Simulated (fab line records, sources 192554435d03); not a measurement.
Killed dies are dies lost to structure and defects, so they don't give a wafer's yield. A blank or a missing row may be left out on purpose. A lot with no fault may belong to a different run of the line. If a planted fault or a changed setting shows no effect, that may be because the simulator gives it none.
Split-lot trial | flow n5_finfet | 7 lots, 21 wafers read, on a route of 1938 steps

== ON THE SPLIT ==
At N5_MIM_BOT_SPUTTER_00 (material TiN, target thk 35 nm, time 89.7 s), the setting time_s was moved away from the recipe's 89.7 s on 6 of the 21 wafers read, by -9.9% to -6.6%. The other wafers ran this setting at the recipe's value.

The reading is taken at the split's own step.

== THE READING ==
TiN_of_MIM_BOT_SPUTTER_00.thk_nm (the simulator's own value, which no gauge read), in nm, at N5_MIM_BOT_SPUTTER_00 (material TiN, target thk 35 nm, time 89.7 s). No usual value for it is given in the file. Here, 15 wafers ran the recipe; their average is 35.0 nm with a standard deviation of 0.38 nm.

wafer  | tool, chamber at the split | time_s as run, s | against the recipe | TiN_of_MIM_BOT_SPUTTER_00.thk_nm, nm | against lot-mates on the recipe
L075.1 | pvd_sputter-01, -          | 80.82            | -9.9%              | 32.2                                 | -3.2
L075.2 | pvd_sputter-01, -          | 80.82            | -9.9%              | 31.8                                 | -3.6
L075.6 | pvd_sputter-01, -          | 89.7             | recipe             | 35.4                                 | -
L083.1 | pvd_sputter-03, -          | 89.7             | recipe             | 34.8                                 | -
L083.3 | pvd_sputter-03, -          | 82.91            | -7.6%              | 32.4                                 | -2.3
L083.5 | pvd_sputter-03, -          | 89.7             | recipe             | 34.6                                 | -
L092.1 | pvd_sputter-01, -          | 89.7             | recipe             | 35.4                                 | -
L092.3 | pvd_sputter-01, -          | 89.7             | recipe             | 34.8                                 | -
L092.4 | pvd_sputter-01, -          | 89.7             | recipe             | 34.6                                 | -
L091.1 | pvd_sputter-01, -          | 89.7             | recipe             | 35.6                                 | -
L091.2 | pvd_sputter-01, -          | 89.7             | recipe             | 34.6                                 | -
L091.3 | pvd_sputter-01, -          | 81.93            | -8.7%              | 31.8                                 | -3.3
L095.3 | pvd_sputter-01, -          | 83.81            | -6.6%              | 32.2                                 | -2.8
L095.4 | pvd_sputter-01, -          | 83.81            | -6.6%              | 32.6                                 | -2.4
L095.5 | pvd_sputter-01, -          | 89.7             | recipe             | 35                                   | -
L096.1 | pvd_sputter-03, -          | 89.7             | recipe             | 35.2                                 | -
L096.4 | pvd_sputter-03, -          | 89.7             | recipe             | 35.2                                 | -
L096.5 | pvd_sputter-03, -          | 89.7             | recipe             | 35                                   | -
L097.1 | pvd_sputter-01, -          | 89.7             | recipe             | 35.4                                 | -
L097.4 | pvd_sputter-01, -          | 89.7             | recipe             | 34.4                                 | -
L097.6 | pvd_sputter-01, -          | 89.7             | recipe             | 34.4                                 | -

THE FIT
A straight line over all 21 wafers: TiN_of_MIM_BOT_SPUTTER_00.thk_nm changes by +0.333 nm for each +1% of time_s; r = +0.96; the points scatter about the line by 0.39 nm.
The same after taking each lot's own level away (the mean of its wafers on the recipe; 21 wafers): +0.355 nm for each +1%; r = +0.97; scatter 0.33 nm.
According to that fit, moving time_s by its largest amount changes the reading by 3.5 nm.
The lots' own levels span 34.70 to 35.40 nm, that is 1.8 times the standard deviation above.
Consequently the slope shifts little with the lot-to-lot level, the two slopes agreeing.
Check: with one of the wafers moved furthest among these (-9.9%) left out of the fit, the line predicts -3.62 nm for it against its lot-mates. It came out at -3.2 nm against them.

== FURTHER SPLITS ON THESE WAFERS ==
Other splits were also applied to these wafers ahead of the reading. Each is held against what the fit with the lots' levels taken away leaves over:
other split on the same wafers | wafers away from the commonest value | r with TiN_of_MIM_BOT_SPUTTER_00.thk_nm (lot level and that fit taken away)
N5_BEOL_M14_PEB_26 peb_temp_c  | 7                                    | +0.29
N5_BEOL_M15_ETCH_59 time_s     | 7                                    | +0.12

== FILE'S OWN FIT ==
TiN_of_MIM_BOT_SPUTTER_00.thk_nm changes by +0.354 nm for each +1% of time_s, r = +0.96.
